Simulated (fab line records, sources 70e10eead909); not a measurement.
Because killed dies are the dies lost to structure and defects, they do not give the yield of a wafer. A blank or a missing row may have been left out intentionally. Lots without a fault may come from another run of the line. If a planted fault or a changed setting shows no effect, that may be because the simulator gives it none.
fab line records ; flow nandHarc ; part 2 of 2: steps 5 to 6 of 6
[record] lots = 23; wafers = 69; lastDay = 34
route steps=1302 shown A_ZERO_WELL@411 A_CHANNEL_HOLE_D1@462 A_CHANNEL_FILL_D1@492
lots untouched by any fault: they come from a run of this same line in which no faults occurred
startH: hours from the record's first day to the start of the lot's first wafer shown ; waitH: hours elapsed since this lot's preceding step ; " same as the row above ; L1.1+2: a row that stands for several wafers ; - no value, or no start given ; * or withheld: withheld ; < > ~ a bound
route shown NAME@n: names a module that has steps shown in the file, with the first one's number in the route ; usual: average and standard deviation across the fault-free wafers ; same: alike in all rows ; chamber/n: place in a boat ; sites: the reading at each site ; _std_site: their standard deviation ; _edge_site: the outer-site mean with the inner-site mean subtracted ; radiusMm: how far each site lies from the wafer's centre ; mask NAME#n: copy n ; behind: tool/chamber where the wafer was last shaped ; hold: reason for holding the lot/hours on hold/outcome of the hold ; device: whichever transistor did not switch (one of n, p or np) ; end of line: the tests these same wafers got at the end of their route ; for a step that has no rows: nothing shown but its recipe ; killed: at the first sort, the dies lost to defects and structure; wafer yield is something else ; map: the dies of a wafer, with x for killed, . for not killed, _ for no die there
set.NAME: the setting as run; set.NAME@STEP: as run at that earlier step ; model.NAME: the simulator's own value behind a step, which no gauge read
route steps across a sampled set of lots; one table per step, one row per wafer
services: a tool's chamber out of use, with start hour (startH, from the record's first day; less than 0 if before it), hours out, and reason
[[steps]]
[step NHARC_A_CHANNEL_FILL_D1_ALD_02]
[recipe] targetThkA = 60; pulseTimeS = 10; aldCycles = 60; tempC = 300; material = SiO2
[usual] heaterPowerW = 467/49; precursorPulseHeightRel = 1.002/0.02; susceptorTempC = 299.97/0.19
lot.wafer;tool;chamber;startH;waitH;heaterPowerW;precursorPulseHeightRel;susceptorTempC
L075.3;aldHk-02;3;192.99;1.7;468;0.989;-
L075.4;aldHk-02;0;192.99;1.7;541;1.007;-
L075.6;aldHk-02;2;192.99;1.7;393;1.011;-
L074.2;aldHk-02;0;193.27;-;536;1.013;300.18
L074.6;aldHk-02;0;193.27;-;542;1.021;299.89
L074.5;aldHk-02;1;193.27;-;510;1.019;300.05
L076.4;aldHk-04;3;211.30;0.1;470;1.001;299.98
L076.3;aldHk-04;1;211.30;0.1;467;0.969;300.16
L076.6;aldHk-04;0;211.30;0.1;502;1.005;299.85
L077.2;aldHk-02;1;215.38;-;494;1.024;300.02
L077.3;aldHk-02;0;215.38;-;544;0.974;300.22
L077.5;aldHk-02;1;215.38;-;499;0.991;300.15
L078.1;aldHk-04;3;220.40;-;467;0.974;299.93
L078.4;aldHk-04;0;220.40;-;488;1.006;299.84
L078.5;aldHk-04;3;220.40;-;461;0.997;299.91
L080.3;aldHk-02;3;239.12;-;461;0.999;299.98
L080.5;aldHk-02;2;239.12;-;399;0.993;300.06
L080.6;aldHk-02;3;239.12;-;474;0.987;299.93
L079.2;aldHk-02;3;239.91;-;466;1.018;300.11
L079.6;aldHk-02;3;239.91;-;470;0.977;300.14
L079.5;aldHk-02;0;239.91;-;536;1.005;299.97
L081.2;aldHk-03;1;258.39;-;486;1.010;299.53
L081.3;aldHk-03;2;258.39;-;458;0.967;299.91
L081.5;aldHk-03;0;258.39;-;477;1.006;300.07
L082.4;aldHk-02;3;267.77;-;462;1.009;299.94
L082.1;aldHk-02;0;267.77;-;530;0.994;300.07
L082.6;aldHk-02;3;267.77;-;475;1.020;299.97
L083.1;aldHk-04;0;279.80;-;472;1.025;-
L083.5;aldHk-04;1;279.80;-;449;0.984;-
L083.6;aldHk-04;2;279.80;-;448;1.006;-
L084.1;aldHk-04;2;287.34;-;445;0.981;299.85
L084.3;aldHk-04;3;287.34;-;466;1.021;299.90
L084.5;aldHk-04;1;287.34;-;442;1.013;299.98
L085.2;aldHk-02;0;296.74;-;548;0.989;300.01
L085.4;aldHk-02;1;296.74;-;502;1.018;299.83
L085.6;aldHk-02;0;296.74;-;553;1.011;299.90
L086.1;aldHk-04;0;303.95;-;482;1.022;299.96
L086.3;aldHk-04;1;303.95;-;444;1.006;300.23
L086.4;aldHk-04;3;303.95;-;474;0.988;299.58
L087.2;aldHk-02;0;329.26;-;547;1.019;300.25
L087.4;aldHk-02;1;329.26;-;508;0.996;299.99
L087.6;aldHk-02;3;329.26;-;470;0.958;299.87
L088.1;aldHk-03;0;343.42;-;469;1.006;300.17
L088.2;aldHk-03;3;343.42;-;380;1.030;299.94
L088.5;aldHk-03;1;343.42;-;489;1.005;299.81
L089.4;aldHk-02;1;343.91;-;517;1.015;300.01
L089.5;aldHk-02;0;343.91;-;544;1.000;300.04
L089.6;aldHk-02;1;343.91;-;520;1.018;300.05
L090.4;aldHk-03;0;353.18;-;469;0.988;299.63
L090.1;aldHk-03;2;353.18;-;467;0.989;299.53
L090.5;aldHk-03;3;353.18;-;371;1.008;300.22
L091.4;aldHk-03;3;362.87;-;376;0.995;300.04
L091.1;aldHk-03;0;362.87;-;467;0.984;300.12
L091.5;aldHk-03;3;362.87;-;369;1.019;300.12
L092.1;aldHk-04;2;363.91;-;452;1.045;300.25
L092.2;aldHk-04;3;363.91;-;495;1.030;300.16
L092.6;aldHk-04;2;363.91;-;445;0.999;299.84
L093.3;aldHk-03;3;371.46;-;371;1.010;300.10
L093.2;aldHk-03;0;371.46;-;467;0.994;299.29
L093.6;aldHk-03;1;371.46;-;505;1.011;299.60
L094.4;aldHk-02;0;399.54;-;561;0.997;299.58
L094.5;aldHk-02;2;399.54;-;390;1.032;299.81
L094.6;aldHk-02;3;399.54;-;483;0.984;300.20
L096.3;aldHk-03;1;414.34;-;498;1.011;299.97
L096.4;aldHk-03;2;414.34;-;471;0.997;300.23
L096.5;aldHk-03;0;414.34;-;487;0.980;299.88
L097.4;aldHk-03;0;422.63;-;478;1.041;299.66
L097.3;aldHk-03;1;422.63;-;521;0.979;300.16
L097.6;aldHk-03;3;422.63;-;373;1.017;299.83
[step NHARC_A_CHANNEL_FILL_D1_ALD_16]
[recipe] targetThkA = 15; pulseTimeS = 10; aldCycles = 15; tempC = 300; material = SiO2
[usual] heaterPowerW = 464/44; precursorPulseHeightRel = 1.000/0.019; susceptorTempC = 299.98/0.2
lot.wafer;tool;chamber;startH;waitH;heaterPowerW;precursorPulseHeightRel;susceptorTempC
L075.3;aldHk-02;1;205.11;0.1;494;0.991;299.77
L075.4;aldHk-02;3;205.11;0.1;470;1.016;300.06
L075.6;aldHk-02;1;205.11;0.1;509;1.008;299.88
L074.2;aldHk-04;3;205.17;0.1;465;1.002;300.26
L074.5;aldHk-04;1;205.17;0.1;467;1.001;299.99
L074.6;aldHk-04;2;205.17;0.1;420;1.036;299.77
L076.3;aldHk-03;0;223.86;0.4;469;0.964;299.75
L076.4;aldHk-03;2;223.86;0.4;449;1.017;300.00
L076.6;aldHk-03;0;223.86;0.4;476;0.980;300.06
L077.3;aldHk-04;3;228.89;0.1;463;1.005;300.09
L077.2;aldHk-04;0;228.89;0.1;489;1.004;299.53
L077.5;aldHk-04;2;228.89;0.1;426;0.981;299.65
L078.4;aldHk-03;2;232.57;0.0;468;0.979;299.65
L078.1;aldHk-03;1;232.57;0.0;498;1.029;299.84
L078.5;aldHk-03;2;232.57;0.0;450;1.003;300.01
L079.2;aldHk-02;2;251.39;0.1;403;1.045;299.97
L079.5;aldHk-02;3;251.39;0.1;485;0.994;299.91
L079.6;aldHk-02;0;251.39;0.1;544;0.982;299.96
L080.3;aldHk-02;2;251.55;0.3;395;0.987;299.73
L080.6;aldHk-02;3;251.55;0.3;474;0.974;299.52
L080.5;aldHk-02;0;251.55;0.3;536;1.004;300.10
L081.3;aldHk-02;0;270.41;0.1;557;0.996;299.93
L081.2;aldHk-02;1;270.41;0.1;501;0.992;299.88
L081.5;aldHk-02;2;270.41;0.1;395;0.994;299.94
L082.1;aldHk-03;0;281.20;0.0;465;0.986;299.83
L082.4;aldHk-03;1;281.20;0.0;496;0.972;299.81
L082.6;aldHk-03;1;281.20;0.0;495;0.985;299.98
L083.1;aldHk-02;0;291.88;0.1;548;0.979;-
L083.5;aldHk-02;1;291.88;0.1;514;0.979;-
L083.6;aldHk-02;2;291.88;0.1;401;1.000;-
L084.1;aldHk-03;3;299.47;0.1;377;0.984;-
L084.3;aldHk-03;0;299.47;0.1;468;1.001;-
L084.5;aldHk-03;2;299.47;0.1;460;0.989;-
L085.2;aldHk-04;2;308.93;0.0;445;1.015;300.32
L085.4;aldHk-04;1;308.93;0.0;455;1.003;300.25
L085.6;aldHk-04;3;308.93;0.0;495;1.028;299.70
L086.1;aldHk-04;0;316.10;0.0;480;1.022;300.04
L086.4;aldHk-04;1;316.10;0.0;445;1.015;300.25
L086.3;aldHk-04;3;316.10;0.0;486;0.975;299.86
L087.4;aldHk-03;1;343.88;2.2;484;1.042;-
L087.2;aldHk-03;3;343.88;2.2;381;1.004;-
L087.6;aldHk-03;0;343.88;2.2;472;0.992;-
L089.4;aldHk-03;3;355.63;0.0;382;1.061;300.09
L089.6;aldHk-03;3;355.63;0.0;372;1.022;300.05
L089.5;aldHk-03;0;355.63;0.0;475;0.990;299.80
L088.2;aldHk-04;1;355.66;0.1;444;0.981;299.72
L088.1;aldHk-04;3;355.66;0.1;494;1.014;300.17
L088.5;aldHk-04;1;355.66;0.1;443;0.996;299.99
L090.1;aldHk-02;2;365.32;0.1;375;1.006;300.15
L090.4;aldHk-02;3;365.32;0.1;497;1.011;300.00
L090.5;aldHk-02;1;365.32;0.1;508;0.987;300.13
L091.1;aldHk-04;0;376.58;1.6;478;0.981;300.07
L091.4;aldHk-04;1;376.58;1.6;457;1.017;300.10
L091.5;aldHk-04;0;376.58;1.6;487;0.975;300.30
L092.1;aldHk-04;3;376.75;1.7;480;0.996;299.78
L092.2;aldHk-04;0;376.75;1.7;477;0.974;300.29
L092.6;aldHk-04;3;376.75;1.7;479;0.990;299.83
L093.2;aldHk-04;3;383.51;0.1;476;0.993;299.79
L093.3;aldHk-04;1;383.51;0.1;453;0.992;300.24
L093.6;aldHk-04;2;383.51;0.1;446;0.978;299.83
L094.4;aldHk-03;0;411.58;0.1;483;1.002;300.18
L094.5;aldHk-03;3;411.58;0.1;380;1.031;300.25
L094.6;aldHk-03;0;411.58;0.1;484;1.013;300.12
L096.4;aldHk-04;2;426.44;0.0;433;1.012;300.08
L096.3;aldHk-04;1;426.44;0.0;458;0.996;300.06
L096.5;aldHk-04;3;426.44;0.0;476;1.023;299.77
L097.3;aldHk-02;3;434.68;0.1;487;0.998;300.27
L097.4;aldHk-02;1;434.68;0.1;494;1.003;300.06
L097.6;aldHk-02;2;434.68;0.1;379;1.014;299.95
[[services]]
tool;chamber;startH;hours;kind
rieDiel-09;-;143.23;9.0;pm
aldHk-03;-;145.29;4.4;repair
rieDiel-04;3;150.29;31.8;repair
rieDiel-04;-;150.39;0.4;repair
aldHk-04;-;153.76;0.5;repair
aldHk-02;-;163.92;0.6;repair
aldHk-02;-;170.84;10.0;pm
rieDiel-04;-;177.90;9.0;pm
rieDiel-09;1;197.35;3.9;repair
rieDiel-09;0;198.03;3.8;repair
rieDiel-04;2;200.64;8.6;repair
rieDiel-09;2;208.66;46.3;repair
aldHk-03;-;213.64;10.0;pm
aldHk-04;-;256.29;10.0;pm
rieDiel-09;2;260.02;6.7;repair
rieDiel-04;1;266.50;7.5;repair
rieDiel-04;3;323.23;3.2;repair
rieDiel-04;-;328.70;0.8;repair
aldHk-02;-;350.80;10.0;pm
rieDiel-04;-;354.90;9.0;pm
rieDiel-04;0;377.16;7.1;repair
aldHk-03;-;391.64;10.0;pm
rieDiel-04;3;428.64;4.2;repair
aldHk-03;-;434.75;0.6;repair
